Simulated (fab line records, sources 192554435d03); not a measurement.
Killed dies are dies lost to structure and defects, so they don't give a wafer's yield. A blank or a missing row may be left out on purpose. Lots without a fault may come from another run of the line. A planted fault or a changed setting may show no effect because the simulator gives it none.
fab line records | flow n5_finfet
record lots=6 wafers=18 last_day=18
route steps=1938 shown BEOL_M0_SAQP@648 BEOL_M4@1111
lots that met no fault: from a run of the same line without faults
start_h: hours from the record's first day to the start of the lot's first wafer shown | wait_h: hours since the lot's step before | " the same as in the row above | L1.1+2: a row that stands for several wafers | - no value, or no start given | * or withheld: withheld | < > ~ a bound
route shown NAME@n: a module of which the file shows steps, and the number in the route of the first | usual: mean/standard deviation of fault-free wafers | same: alike in all rows | chamber/n: place in a boat | sites: the reading at each site | _std_site: their standard deviation | _edge_site: outer sites' mean less inner sites' | radius_mm: how far each site lies from the wafer's centre | mask NAME#n: copy n | behind: the tool/chamber that last shaped the wafer | hold: why the lot was held/for how many hours/how that ended | device: the transistor (n, p or np) that didn't switch | end of line: the same wafers' tests at the end of the route | a step without rows: its recipe alone | killed: dies lost to structure and defects at the first sort, not the wafer's yield | map: a wafer's dies, x killed, . not, _ none there
set.NAME: the setting as run; set.NAME@STEP: as run at that earlier step | model.NAME: the simulator's own value behind a step, which no gauge read
lots at some steps of the route; a table a step, a row a wafer
services: from which hour (start_h, from the record's first day; less than 0 if before it) a tool's chamber was out of use, for how many hours, and why
## steps
# step N5_BEOL_M0_SAQP_DEVELOP_13
# recipe develop_time_s=30 developer=TMAH resist=CAR-ArF dev_temp_c=23 rinse_liquid=diw dry=air_spin
# step N5_BEOL_M0_SAQP_CD_MEAS_14
# recipe target_cd_nm=42.5 landing_energy_ev=500 detector=se_inlens
# usual cd_nm=42.6/0.35
# columns lot.wafer tool chamber start_h wait_h cd_nm
L486.2 cd_sem-02 0 112.44 - 42.6
L486.4 " 0 " " 42.8
L486.6 " 0 " " 42.8
L496.3 cd_sem-02 0 167.18 - 42.8
L496.5 " 0 " " 42.8
L496.6 " 0 " " 42.0
L497.1 cd_sem-01 0 234.24 - 42.9
L497.3 " 0 " " 42.6
L497.5 " 0 " " 42.5
L500.1 cd_sem-02 0 234.51 - 42.7
L500.4 " 0 " " 42.6
L500.6 " 0 " " 42.8
L507.1 cd_sem-01 0 234.67 - 42.2
L507.3 " 0 " " 42.5
L507.4 " 0 " " 42.4
L504.1 cd_sem-03 0 235.41 - 43.6
L504.3 " 0 " " 42.8
L504.5 " 0 " " 42.9
# step N5_BEOL_M0_SAQP_OVL_MEAS_15
# recipe points_per_wafer=44
# usual M0_CORE_OVL=0.1/0.91
# columns lot.wafer tool chamber start_h wait_h M0_CORE_OVL[nm]
L486.2 overlay-01 0 112.47 0.0 0.1
L486.4 " 0 " " 0.1
L486.6 " 0 " " 1.3
L496.3 overlay-01 0 167.20 0.0 1.4
L496.5 " 0 " " -0.1
L496.6 " 0 " " 0.8
L497.1 overlay-02 0 234.27 0.0 0.7
L497.3 " 0 " " 1.6
L497.5 " 0 " " 0.5
L500.1 overlay-01 0 234.54 0.0 0.8
L500.4 " 0 " " 0.5
L500.6 " 0 " " 0.0
L507.1 overlay-02 0 234.70 0.0 0.6
L507.3 " 0 " " -0.4
L507.4 " 0 " " -0.3
L504.1 overlay-02 0 235.44 0.0 1.3
L504.3 " 0 " " 0.8
L504.5 " 0 " " 0.7
# step N5_BEOL_M0_SAQP_INSPECT_16
# recipe mode=adi inspect_instrument=brightfield
# usual raw_defect_count=464/120
# columns lot.wafer tool chamber start_h wait_h raw_defect_count
L486.2 defect_inspect-01 - 112.49 0.0 532
L486.4 " - " " 516
L486.6 " - " " 743
L496.3 defect_inspect-01 - 167.23 0.0 575
L496.5 " - " " 566
L496.6 " - " " 491
L497.1 defect_inspect-01 - 234.62 0.3 522
L497.3 " - " " 361
L497.5 " - " " 743
L500.1 defect_inspect-01 - 234.63 0.1 246
L500.4 " - " " 411
L500.6 " - " " 267
L507.1 defect_inspect-01 - 234.72 0.0 756
L507.3 " - " " 427
L507.4 " - " " 383
L504.1 defect_inspect-01 - 235.47 0.0 478
L504.3 " - " " 379
L504.5 " - " " 437
# step N5_BEOL_M0_SAQP_DESCUM_19
# recipe chemistry=O2 time_s=7.9 source_power_w=50 bias_power_w=20 pressure_mtorr=20 rf_frequency_hz=2.712e+07 temp_c=40 resist=CAR-ArF o2_flow_sccm=225
# usual drypump_motor_current_A=5.6/0.63 oes_product_au=0.75/0.072 rf_vpp_V=243.4/1.3 showerhead_plenum_p_Torr=2.11/0.065 throttle_valve_pct=20.49/0.26
# columns lot.wafer tool chamber start_h wait_h drypump_motor_current_A oes_product_au rf_hours_counter_h rf_vpp_V showerhead_plenum_p_Torr throttle_valve_pct
L486.2 rie_diel-01 1 112.57 0.1 5.2 0.71 205 243.8 2.15 20.27
L486.4 " 2 " " 5.6 0.79 129 244.9 2.11 20.68
L486.6 " 1 " " 5.2 0.71 - 245.5 2.15 20.26
L496.3 rie_diel-01 0 167.26 0.0 5.0 0.78 154 245.5 2.18 20.72
L496.5 " 3 " " 4.7 0.70 - 240.5 2.09 20.87
L496.6 " 0 " " 5.0 0.77 - 244.3 2.18 20.72
L497.1 rie_diel-05 3 234.86 0.2 4.9 0.90 37 244.9 2.22 20.46
L497.3 " 2 " " 5.3 0.70 223 244.2 2.14 20.46
L497.5 " 2 " " 5.3 0.69 - 243.8 2.14 20.45
L500.1 rie_diel-01 3 234.90 0.3 4.8 0.68 243 240.2 2.08 20.89
L500.4 " 1 " " 5.2 0.67 244 243.9 2.14 20.32
L500.6 " 2 " " 5.5 0.74 - 243.8 2.09 20.74
L507.1 rie_diel-06 2 235.22 0.5 6.5 0.89 18 241.5 2.04 20.02
L507.3 " 3 " " 5.5 0.72 186 241.6 2.06 20.40
L507.4 " 1 " " 5.4 0.72 200 244.2 2.07 20.53
L504.1 rie_diel-01 2 235.94 0.5 5.5 0.74 168 242.9 2.09 20.72
L504.3 " 0 " " 5.0 0.76 176 244.1 2.18 20.75
L504.5 " 1 " " 5.2 0.67 - 244.5 2.13 20.33
# step N5_BEOL_M0_SAQP_ETCH_83
# recipe chemistry=CF4 target=SiARC target_depth_a=390 mask_material=CAR-ArF time_s=65 ion_energy_ev=80 pressure_mtorr=40 source_w=545 bias_w=36 Ar_flow_sccm=100 cf4_flow_sccm=100 ends=cleared
# step N5_BEOL_M0_SAQP_ETCH_84
# recipe chemistry=N2/H2 target=SOC target_depth_a=1000 overetch_a=200 mask_material=SiARC temp_c=40 time_s=150 ion_energy_ev=200 pressure_mtorr=30 source_w=840 bias_w=150 n2_flow_sccm=200 h2_flow_sccm=200
# usual bias_w=150.0/0.45 drypump_motor_current_A=5.6/0.63 oes_product_au=0.67/0.06 rf_vpp_V=524.5/2.4 showerhead_plenum_p_Torr=2.56/0.081 throttle_valve_pct=17.89/0.2
# columns lot.wafer tool chamber start_h wait_h bias_w drypump_motor_current_A oes_product_au rf_hours_counter_h rf_vpp_V showerhead_plenum_p_Torr throttle_valve_pct
L486.2 rie_diel-01 1 112.66 0.0 150.9 5.2 0.63 205 526.0 2.62 17.75
L486.4 " 2 " " 149.8 5.6 0.70 129 524.4 2.53 17.89
L486.6 " 1 " " 150.4 5.2 0.62 - 526.8 2.62 17.76
L496.3 rie_diel-01 0 167.35 0.0 148.7 5.0 0.69 154 527.4 2.65 18.09
L496.5 " 3 " " 150.4 4.7 0.64 - 523.1 2.51 18.12
L496.6 " 0 " " 149.4 5.1 0.69 - 526.4 2.65 18.08
L497.1 rie_diel-05 3 234.94 0.0 149.7 4.9 0.79 37 530.2 2.71 17.86
L497.3 " 2 " " 150.0 5.3 0.63 223 526.2 2.62 17.90
L497.5 " 2 " " 149.9 5.3 0.63 - 526.9 2.62 17.91
L500.1 rie_diel-01 3 234.99 0.0 149.5 4.7 0.62 243 522.6 2.50 18.17
L500.4 " 1 " " 149.9 5.2 0.60 244 525.1 2.60 17.83
L500.6 " 2 " " 149.9 5.5 0.67 - 521.9 2.51 17.95
L507.1 rie_diel-06 2 235.30 0.0 149.5 6.5 0.79 18 523.2 2.50 17.51
L507.3 " 3 " " 149.1 5.5 0.65 186 524.2 2.52 17.99
L507.4 " 1 " " 150.1 5.4 0.64 200 525.0 2.51 17.88
L504.1 rie_diel-01 2 236.03 0.0 149.9 5.6 0.67 168 523.3 2.51 17.96
L504.3 " 0 " " 150.4 5.0 0.67 177 526.0 2.64 18.10
L504.5 " 1 " " 150.1 5.2 0.61 - 524.5 2.60 17.83
# step N5_BEOL_M0_SAQP_STRIP_80
# recipe chemistry=N2/H2 temp_c=40 n2_flow_sccm=200 h2_flow_sccm=200 rf_frequency_hz=6e+07
# step N5_BEOL_M0_SAQP_HM_OPEN_112
# recipe chemistry=CHF3/O2 target=SiO2 stop_on=a-Si target_depth_a=120 over_etch_frac=1.25 mask_material=SOC time_s=13.5 pressure_mtorr=30 source_w=650 bias_w=170 Ar_flow_sccm=200 CHF3_flow_sccm=50 O2_flow_sccm=5 ion_energy_ev=200 ends=end_point
# usual O2_flow_sccm=5.001/0.015 bias_w=170.0/0.48 drypump_motor_current_A=5.6/0.63 mfc_ar_sccm=200.0/0.62 oes_product_au=0.49/0.044 rf_vpp_V=528/10 showerhead_plenum_p_Torr=2.43/0.063 throttle_valve_pct=18.94/0.21
# columns lot.wafer tool chamber start_h wait_h O2_flow_sccm bias_w drypump_motor_current_A mfc_ar_sccm oes_product_au rf_hours_counter_h rf_vpp_V showerhead_plenum_p_Torr throttle_valve_pct
L486.2 rie_diel-01 1 112.76 0.0 4.988 170.4 5.2 200.2 0.45 205 529 2.49 18.84
L486.4 " 2 " " 5.006 169.9 5.6 200.1 0.51 129 543 2.42 19.05
L486.6 " 1 " " 5.005 169.6 5.2 199.8 0.45 - 530 2.49 18.83
L496.3 rie_diel-01 0 167.45 0.0 5.007 169.3 5.0 200.4 0.51 154 546 2.49 19.02
L496.5 " 3 " " 4.990 170.6 4.7 199.4 0.46 - 527 2.38 19.16
L496.6 " 0 " " 4.993 169.7 5.0 199.8 0.51 - 546 2.49 19.03
L497.1 rie_diel-05 3 235.05 0.0 4.990 169.2 4.9 200.6 0.56 37 518 2.54 18.78
L497.3 " 2 " " 5.011 170.2 5.3 199.9 0.45 223 522 2.48 18.95
L497.5 " 2 " " 5.006 170.0 5.3 199.7 0.46 - 524 2.48 18.96
L500.1 rie_diel-01 3 235.09 0.0 5.013 170.6 4.7 199.7 0.45 243 528 2.37 19.17
L500.4 " 1 " " 4.980 170.1 5.2 200.8 0.44 244 529 2.48 18.90
L500.6 " 2 " " 5.009 170.5 5.6 199.2 0.49 - 541 2.41 19.13
L507.1 rie_diel-06 2 235.41 0.0 5.011 169.5 6.5 200.0 0.58 18 519 2.38 18.57
L507.3 " 3 " " 5.023 169.3 5.4 199.3 0.47 186 519 2.41 19.03
L507.4 " 1 " " 5.002 170.1 5.4 200.5 0.47 200 524 2.38 18.91
L504.1 rie_diel-01 2 236.13 0.0 4.987 170.4 5.5 199.2 0.48 168 541 2.41 19.13
L504.3 " 0 " " 5.050 169.9 5.0 199.2 0.49 177 544 2.48 19.07
L504.5 " 1 " " 5.001 170.3 5.2 199.1 0.44 - 529 2.48 18.89
# step N5_BEOL_M0_SAQP_STRIP_113
# recipe chemistry=CHF3/O2 resist=SiARC rf_frequency_hz=6e+07
# step N5_BEOL_M0_SAQP_MANDREL_ETCH_20
# recipe target_depth_a=600 chemistry=HBr/Cl2 target=a-Si stop_on=SiNx bt_time_s=10 mask_material=SOC over_etch_frac=0.5 time_s=30 pressure_mtorr=10 icp_w=800 bias_w=75 HBr_flow_sccm=150 Cl2_flow_sccm=80 ends=end_point
# usual bias_w=75.00/0.19 drypump_motor_current_A=5.6/0.6 oes_product_au=0.779/0.013 throttle_valve_pct=35.5/0.46
# same bt_time_s=10
# columns lot.wafer tool chamber start_h wait_h bias_w drypump_motor_current_A oes_product_au rf_hours_counter_h throttle_valve_pct
L486.2 rie_si-05 2 112.85 0.0 74.81 6.4 0.792 4 35.8
L486.4 " 3 " " 75.00 5.1 0.787 116 36.4
L486.6 " 3 " " 75.01 5.1 0.774 - 36.4
L496.3 rie_si-04 2 167.54 0.0 74.86 5.5 0.802 9 35.7
L496.5 " 2 " " 75.13 5.5 0.806 - 35.7
L496.6 " 3 " " 74.97 6.2 0.792 - 34.7
L497.1 rie_si-05 0 235.13 0.0 75.06 5.5 0.757 34 35.2
L497.3 " 1 " " 74.90 5.4 0.783 44 35.5
L497.5 " 2 " " 74.94 6.4 0.799 - 35.8
L500.1 rie_si-04 3 235.18 0.0 75.09 6.3 0.790 75 34.7
L500.4 " 1 " " 75.03 6.0 0.762 11 35.1
L500.6 " 0 " " 75.24 4.6 0.782 - 35.0
L507.1 rie_si-03 0 235.49 0.0 74.95 4.9 0.764 92 35.4
L507.3 " 3 " " 74.87 6.7 0.766 100 35.8
L507.4 " 3 " " 75.04 6.7 0.766 - 35.8
L504.1 rie_si-04 1 236.22 0.0 75.25 6.0 0.753 11 35.1
L504.3 " 3 " " 74.81 6.2 0.768 75 34.7
L504.5 " 1 " " 75.28 6.0 0.764 - 35.1
# step N5_BEOL_M0_SAQP_STRIP_86
# recipe chemistry=N2/H2 power_w=500 temp_c=40 pressure_mtorr=50 rf_frequency_hz=6e+07 overash_fraction=0.3 bias_power_w=28 h2_frac=0.5 n2_flow_sccm=300 h2_flow_sccm=300
# usual bias_power_w=27.99/0.082 chamber_pressure_mTorr=49.99/0.075 drypump_motor_current_A=5.8/0.71 oes_product_au=0.76/0.08 rf_vpp_V=121.9/1.4 showerhead_plenum_p_Torr=3.36/0.12 throttle_valve_pct=18.97/0.28
# columns lot.wafer tool chamber start_h wait_h bias_power_w chamber_pressure_mTorr drypump_motor_current_A oes_product_au rf_hours_counter_h rf_vpp_V showerhead_plenum_p_Torr throttle_valve_pct
L486.2 rie_diel-05 2 113.18 0.3 27.85 49.98 5.3 0.73 190 122.5 3.47 18.78
L486.4 " 0 " " 27.90 50.03 6.7 0.70 - 119.9 3.19 19.44
L486.6 " 1 " " 27.97 49.95 6.7 0.74 - 121.5 3.22 19.08
L496.3 rie_diel-05 1 167.69 0.1 27.80 49.94 6.7 0.74 154 119.7 3.21 19.10
L496.5 " 1 " " 27.81 50.08 6.7 0.74 - 119.0 3.21 19.07
L496.6 " 0 " " 28.01 50.13 6.7 0.70 - 122.5 3.18 19.45
L497.1 rie_diel-01 3 235.35 0.2 28.08 50.01 4.7 0.68 244 122.3 3.31 19.19
L497.3 " 2 " " 28.11 50.05 5.6 0.75 168 120.7 3.32 18.95
L497.5 " 0 " " 28.08 49.97 5.1 0.77 - 123.8 3.48 19.22
L500.1 rie_diel-05 1 235.36 0.1 27.93 49.89 6.7 0.72 180 121.0 3.20 19.14
L500.4 " 3 " " 28.01 49.93 4.9 0.88 38 121.4 3.58 18.79
L500.6 " 1 " " 28.03 50.08 6.7 0.72 - 122.4 3.20 19.15
L507.1 rie_diel-01 2 235.65 0.1 28.04 50.03 5.6 0.75 168 122.5 3.32 18.95
L507.3 " 3 " " 27.90 50.13 4.8 0.69 244 119.1 3.31 19.17
L507.4 " 1 " " 27.99 49.88 5.2 0.67 245 121.7 3.44 18.91
L504.1 rie_diel-05 3 236.32 0.1 28.01 49.95 5.0 0.89 38 122.8 3.58 18.80
L504.3 " 1 " " 28.04 49.88 6.7 0.71 180 118.8 3.20 19.12
L504.5 " 2 " " 27.98 50.12 5.3 0.69 - 122.1 3.45 18.84
# step N5_BEOL_M0_SAQP_STRIP_115
# recipe chemistry=post_etch_residue_remover time_s=60 temp_c=25 remover_ph=withheld remover_water_wt_pct=withheld remover_fluoride_wt_pct=withheld
# usual run_length_s=68.7/2.9 temp_c=25.00/0.1
# columns lot.wafer tool chamber start_h wait_h run_length_s temp_c
L486.2 wet_bench-04 3 113.26 - 64.1 25.06
L486.4 " 2 " " 68.3 25.13
L486.6 " 1 " " 66.0 24.99
L496.3 wet_bench-04 7 167.75 - - -
L496.5 " 3 " " - -
L496.6 " 6 " " - -
L497.1 wet_bench-02 0 235.44 - - -
L497.3 " 1 " " - -
L497.5 " 5 " " - -
L500.1 wet_bench-01 1 235.46 - 66.9 24.70
L500.4 " 4 " " 66.5 24.98
L500.6 " 5 " " 66.9 25.01
L507.1 wet_bench-02 5 235.71 - 71.8 24.99
L507.3 " 1 " " 72.9 25.07
L507.4 " 0 " " 71.6 25.06
L504.1 wet_bench-04 3 236.39 - 70.3 24.83
L504.3 " 0 " " 73.4 24.76
L504.5 " 6 " " 74.1 25.06
# step N5_BEOL_M0_SAQP_SRD_93
# recipe dry=ipa_marangoni time_s=30 temp_c=23 rinse_liquid=diw
# step N5_BEOL_M4_RC_MEAS_101
# usual DIBL_N=36.3/1.9 DIBL_P=36.0/2.1 IOFF_N=0.16/0.031 IOFF_P=0.21/0.035 ION_N=675/14 ION_P=464/8.5 SS_N=71.5/0.6 SS_P=73.3/0.72 VT_N=250/3.2 VT_P=-250/3.1
# columns lot.wafer tool chamber start_h wait_h DIBL_N[mV/V] DIBL_P[mV/V] IOFF_N[nA/um] IOFF_P[nA/um] ION_N[uA/um] ION_P[uA/um] SS_N[mV/dec] SS_P[mV/dec] VT_N[mV] VT_P[mV]
L486.2 prober-02 0 162.59 0.2 37.5 37.3 0.18 0.25 686 466 71.5 73.6 249 -248
L486.4 " 0 " " 34.3 34.8 0.14 0.21 673 468 71.1 73.7 251 -248
L486.6 " 0 " " 34.8 34.3 0.14 0.20 687 475 70.7 73.3 253 -249
L496.3 prober-01 0 214.58 0.3 33.5 33.2 0.12 0.16 679 461 71.3 72.8 252 -255
L496.5 " 0 " " 33.7 33.7 0.12 0.17 674 462 70.4 72.7 253 -253
L496.6 " 0 " " 33.7 33.7 0.13 0.17 689 470 71.6 72.6 252 -253
L500.1 prober-01 0 285.09 0.0 35.8 33.6 0.14 0.18 661 454 71.6 72.2 252 -251
L500.4 " 0 " " 36.8 35.1 0.16 0.21 680 472 71.9 73.1 249 -248
L500.6 " 0 " " 35.7 33.7 0.14 0.19 679 475 72.4 72.7 250 -251
L507.1 prober-02 0 287.96 0.0 37.7 37.4 0.16 0.23 674 466 72.3 74.0 249 -251
L507.3 " 0 " " 37.1 36.2 0.15 0.22 668 462 71.5 72.7 251 -248
L507.4 " 0 " " 36.4 35.2 0.14 0.20 658 456 72.2 72.9 252 -251
L497.1 prober-01 0 295.46 0.0 37.8 35.8 0.18 0.22 679 465 70.9 72.6 251 -249
L497.3 " 0 " " 34.0 32.2 0.12 0.18 685 467 70.2 72.3 255 -248
L497.5 " 0 " " 37.2 36.0 0.18 0.24 704 478 71.2 73.6 246 -247
L504.1 prober-02 0 307.55 0.0 38.7 36.1 0.19 0.21 680 463 71.5 73.5 246 -249
L504.3 " 0 " " 37.7 36.8 0.16 0.23 670 464 71.4 73.8 247 -245
L504.5 " 0 " " 37.7 36.6 0.16 0.22 670 459 71.6 73.1 249 -250
## services
# columns tool chamber start_h hours kind
rie_diel-05 3 93.56 - clean
rie_diel-05 3 93.56 - consumable_replace:focus_ring
rie_diel-05 3 93.56 - consumable_replace:showerhead
rie_diel-05 3 93.56 27.5 scheduled_down
rie_diel-05 3 93.56 27.5 vent_cycle
rie_si-03 0 125.66 9.2 repair
rie_diel-06 2 128.02 - clean
rie_diel-06 2 128.02 - consumable_replace:focus_ring
rie_diel-06 2 128.02 22.3 scheduled_down
rie_diel-06 2 128.02 22.3 vent_cycle
rie_si-03 - 129.77 0.4 repair
wet_bench-02 - 156.88 3.1 repair
rie_diel-05 2 167.42 14.2 repair
rie_diel-06 - 168.33 28.1 pm
rie_si-03 3 183.85 32.6 repair
rie_si-04 - 194.70 2.8 pm
wet_bench-02 - 197.28 0.8 repair
rie_si-03 1 198.13 6.3 repair
rie_si-05 0 208.92 5.1 repair
rie_si-03 2 216.45 - clean
rie_si-03 2 216.45 26.9 scheduled_down
rie_si-03 2 216.45 26.9 vent_cycle
## key
first_sign step=N5_BEOL_M0_SAQP_STRIP_115 reading=tool_record direction=missing
effect none on later readings
met_at N5_BEOL_M0_SAQP_STRIP_115
struck_wafers L496.3,L496.5,L496.6,L497.1,L497.3,L497.5
onset_between 113.26 167.75
fault kind=skipped_step_whole tool=wet_bench-02,wet_bench-04 chamber=- onset_h=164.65 steps=N5_BEOL_M0_SAQP_STRIP_115 scope=struck_lots_only
